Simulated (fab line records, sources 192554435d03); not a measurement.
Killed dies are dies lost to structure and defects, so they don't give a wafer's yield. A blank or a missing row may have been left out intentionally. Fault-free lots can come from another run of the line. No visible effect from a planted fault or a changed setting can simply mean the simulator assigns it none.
Split-lot study :: flow n5 finfet :: on a route of 1938 steps: 7 lots, 39 wafers read

## ON THE SPLIT
At N5_BEOL_M14_ILD_DEP_00 (deposits SiO2 from TEOS/O2, target thk 1119.3 nm, time 237.4 s), the setting time s was moved away from the recipe's 237.4 s on 12 of the 39 wafers read, by -55.5% to +53.8%. The other wafers ran this setting at the recipe's value.

Between the split and the reading, the file records no step.

## THE READING
M14_ILD_THK (nm), taken at N5_BEOL_M14_THK_MEAS_01. On this fab line, fault-free wafers typically give 1120 nm with a standard deviation of 15 nm.

wafer: L077.1
tool, chamber at the split: pecvd-01, 0
time s as run, s: 237.4
against the recipe: recipe
M14_ILD_THK, nm: 1124
against lot-mates on the recipe: -

wafer: L077.3
tool, chamber at the split: pecvd-01, 2
time s as run, s: 237.4
against the recipe: recipe
M14_ILD_THK, nm: 1142
against lot-mates on the recipe: -

wafer: L077.6
tool, chamber at the split: pecvd-01, 0
time s as run, s: 237.4
against the recipe: recipe
M14_ILD_THK, nm: 1132
against lot-mates on the recipe: -

wafer: L085.1
tool, chamber at the split: pecvd-01, 2
time s as run, s: 237.4
against the recipe: recipe
M14_ILD_THK, nm: 1109
against lot-mates on the recipe: -

wafer: L085.2
tool, chamber at the split: pecvd-01, 0
time s as run, s: 237.4
against the recipe: recipe
M14_ILD_THK, nm: 1099
against lot-mates on the recipe: -

wafer: L085.3
tool, chamber at the split: pecvd-01, 1
time s as run, s: 237.4
against the recipe: recipe
M14_ILD_THK, nm: 1098
against lot-mates on the recipe: -

wafer: L085.4
tool, chamber at the split: pecvd-01, 2
time s as run, s: 237.4
against the recipe: recipe
M14_ILD_THK, nm: 1127
against lot-mates on the recipe: -

wafer: L085.5
tool, chamber at the split: pecvd-01, 1
time s as run, s: 237.4
against the recipe: recipe
M14_ILD_THK, nm: 1128
against lot-mates on the recipe: -

wafer: L085.6
tool, chamber at the split: pecvd-01, 0
time s as run, s: 237.4
against the recipe: recipe
M14_ILD_THK, nm: 1119
against lot-mates on the recipe: -

wafer: L087.1
tool, chamber at the split: pecvd-01, 2
time s as run, s: 237.4
against the recipe: recipe
M14_ILD_THK, nm: 1103
against lot-mates on the recipe: -

wafer: L087.2
tool, chamber at the split: pecvd-01, 1
time s as run, s: 237.4
against the recipe: recipe
M14_ILD_THK, nm: 1106
against lot-mates on the recipe: -

wafer: L087.3
tool, chamber at the split: pecvd-01, 0
time s as run, s: 237.4
against the recipe: recipe
M14_ILD_THK, nm: 1105
against lot-mates on the recipe: -

wafer: L087.4
tool, chamber at the split: pecvd-01, 2
time s as run, s: 237.4
against the recipe: recipe
M14_ILD_THK, nm: 1116
against lot-mates on the recipe: -

wafer: L087.5
tool, chamber at the split: pecvd-01, 1
time s as run, s: 237.4
against the recipe: recipe
M14_ILD_THK, nm: 1125
against lot-mates on the recipe: -

wafer: L087.6
tool, chamber at the split: pecvd-01, 0
time s as run, s: 237.4
against the recipe: recipe
M14_ILD_THK, nm: 1121
against lot-mates on the recipe: -

wafer: L090.1
tool, chamber at the split: pecvd-04, 0
time s as run, s: 105.7
against the recipe: -55.5%
M14_ILD_THK, nm: 494
against lot-mates on the recipe: -603

wafer: L090.2
tool, chamber at the split: pecvd-04, 1
time s as run, s: 237.4
against the recipe: recipe
M14_ILD_THK, nm: 1071
against lot-mates on the recipe: -

wafer: L090.3
tool, chamber at the split: pecvd-04, 2
time s as run, s: 237.4
against the recipe: recipe
M14_ILD_THK, nm: 1101
against lot-mates on the recipe: -

wafer: L090.4
tool, chamber at the split: pecvd-04, 2
time s as run, s: 105.7
against the recipe: -55.5%
M14_ILD_THK, nm: 499
against lot-mates on the recipe: -598

wafer: L090.5
tool, chamber at the split: pecvd-04, 0
time s as run, s: 237.4
against the recipe: recipe
M14_ILD_THK, nm: 1119
against lot-mates on the recipe: -

wafer: L090.6
tool, chamber at the split: pecvd-04, 1
time s as run, s: 105.7
against the recipe: -55.5%
M14_ILD_THK, nm: 488
against lot-mates on the recipe: -609

wafer: L095.1
tool, chamber at the split: pecvd-01, 1
time s as run, s: 237.4
against the recipe: recipe
M14_ILD_THK, nm: 1111
against lot-mates on the recipe: -

wafer: L095.2
tool, chamber at the split: pecvd-01, 2
time s as run, s: 365.1
against the recipe: +53.8%
M14_ILD_THK, nm: 1719
against lot-mates on the recipe: +598

wafer: L095.3
tool, chamber at the split: pecvd-01, 0
time s as run, s: 365.1
against the recipe: +53.8%
M14_ILD_THK, nm: 1698
against lot-mates on the recipe: +577

wafer: L095.4
tool, chamber at the split: pecvd-01, 0
time s as run, s: 237.4
against the recipe: recipe
M14_ILD_THK, nm: 1119
against lot-mates on the recipe: -

wafer: L095.5
tool, chamber at the split: pecvd-01, 2
time s as run, s: 365.1
against the recipe: +53.8%
M14_ILD_THK, nm: 1736
against lot-mates on the recipe: +615

wafer: L095.6
tool, chamber at the split: pecvd-01, 1
time s as run, s: 237.4
against the recipe: recipe
M14_ILD_THK, nm: 1133
against lot-mates on the recipe: -

wafer: L093.1
tool, chamber at the split: pecvd-01, 1
time s as run, s: 237.4
against the recipe: recipe
M14_ILD_THK, nm: 1102
against lot-mates on the recipe: -

wafer: L093.2
tool, chamber at the split: pecvd-01, 0
time s as run, s: 171.1
against the recipe: -27.9%
M14_ILD_THK, nm: 776
against lot-mates on the recipe: -336

wafer: L093.3
tool, chamber at the split: pecvd-01, 2
time s as run, s: 171.1
against the recipe: -27.9%
M14_ILD_THK, nm: 821
against lot-mates on the recipe: -291

wafer: L093.4
tool, chamber at the split: pecvd-01, 1
time s as run, s: 237.4
against the recipe: recipe
M14_ILD_THK, nm: 1114
against lot-mates on the recipe: -

wafer: L093.5
tool, chamber at the split: pecvd-01, 2
time s as run, s: 171.1
against the recipe: -27.9%
M14_ILD_THK, nm: 818
against lot-mates on the recipe: -294

wafer: L093.6
tool, chamber at the split: pecvd-01, 0
time s as run, s: 237.4
against the recipe: recipe
M14_ILD_THK, nm: 1120
against lot-mates on the recipe: -

wafer: L097.1
tool, chamber at the split: pecvd-01, 0
time s as run, s: 237.4
against the recipe: recipe
M14_ILD_THK, nm: 1082
against lot-mates on the recipe: -

wafer: L097.2
tool, chamber at the split: pecvd-01, 2
time s as run, s: 237.4
against the recipe: recipe
M14_ILD_THK, nm: 1126
against lot-mates on the recipe: -

wafer: L097.3
tool, chamber at the split: pecvd-01, 1
time s as run, s: 164.8
against the recipe: -30.6%
M14_ILD_THK, nm: 770
against lot-mates on the recipe: -345

wafer: L097.4
tool, chamber at the split: pecvd-01, 2
time s as run, s: 237.4
against the recipe: recipe
M14_ILD_THK, nm: 1138
against lot-mates on the recipe: -

wafer: L097.5
tool, chamber at the split: pecvd-01, 1
time s as run, s: 164.8
against the recipe: -30.6%
M14_ILD_THK, nm: 775
against lot-mates on the recipe: -340

wafer: L097.6
tool, chamber at the split: pecvd-01, 0
time s as run, s: 164.8
against the recipe: -30.6%
M14_ILD_THK, nm: 768
against lot-mates on the recipe: -347

THE FIT
A straight line over all 39 wafers: M14_ILD_THK changes by +11.2 nm for each +1% of time s; r = +1.00; the points scatter about the line by 16 nm.
The same after taking each lot's own level away (the mean of its wafers on the recipe; 39 wafers): +11 nm for each +1%; r = +1.00; scatter 14 nm.
Per that fit: largest time s move, reading shift of 6.1e+02 nm.
From 1097.0 to 1132.7 nm: that is the span of the lots' own levels, equal to 2.4 times the standard deviation above.
Hence the lot-to-lot level has little effect on the slope; both slopes agree.
Check: with one of the wafers moved furthest among these (-55.5%) left out of the fit, the line predicts -612 nm for it against its lot-mates. It came out at -603 nm against them.

## THE OTHER SPLITS THESE WAFERS WENT THROUGH
Note: prior to the reading, these wafers also went through further splits. Each is held against what the fit with the lots' levels taken away leaves over:
other split on the same wafers: N5_BEOL_M8_TRENCH_ETCH_37 target depth a
wafers away from the commonest value: 12
r with M14_ILD_THK (lot level and that fit taken away): +0.02

other split on the same wafers: N5_BEOL_M11_DESCUM_16 time s
wafers away from the commonest value: 18
r with M14_ILD_THK (lot level and that fit taken away): -0.02

## THE WHOLE CHAIN: every reading that the file lists as answering this split, in the file's order
step: N5_BEOL_M14_ILD_DEP_00
what it does: deposits SiO2 from TEOS/O2, target thk 1119.3 nm, time 237.4 s
reading: SiO2_of_BEOL_M14_ILD_DEP_00.thk nm (the simulator's own value, which no gauge read)
change (the file's fit): +11 nm for each +1% of the setting
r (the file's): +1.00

step: N5_BEOL_M14_THK_MEAS_01
what it does: 
reading: M14_ILD_THK
change (the file's fit): +11 for each +1% of the setting
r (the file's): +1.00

step: N5_BEOL_M14_VIA_ETCH_16
what it does: etches SiO2 in C4F8/O2/Ar, target depth 1231.3 nm
reading: etch.depth nm (the simulator's own value, which no gauge read)
change (the file's fit): +11 nm for each +1% of the setting
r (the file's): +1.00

step: N5_BEOL_M14_VIA_ETCH_16
what it does: etches SiO2 in C4F8/O2/Ar, target depth 1231.3 nm
reading: coat_of_BEOL_M14_COAT_04.thk nm (the simulator's own value, which no gauge read)
change (the file's fit): -2.62 nm for each +1% of the setting
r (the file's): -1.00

## FILE'S OWN FIT
M14_ILD_THK changes by +11 nm for each +1% of time s, r = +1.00.
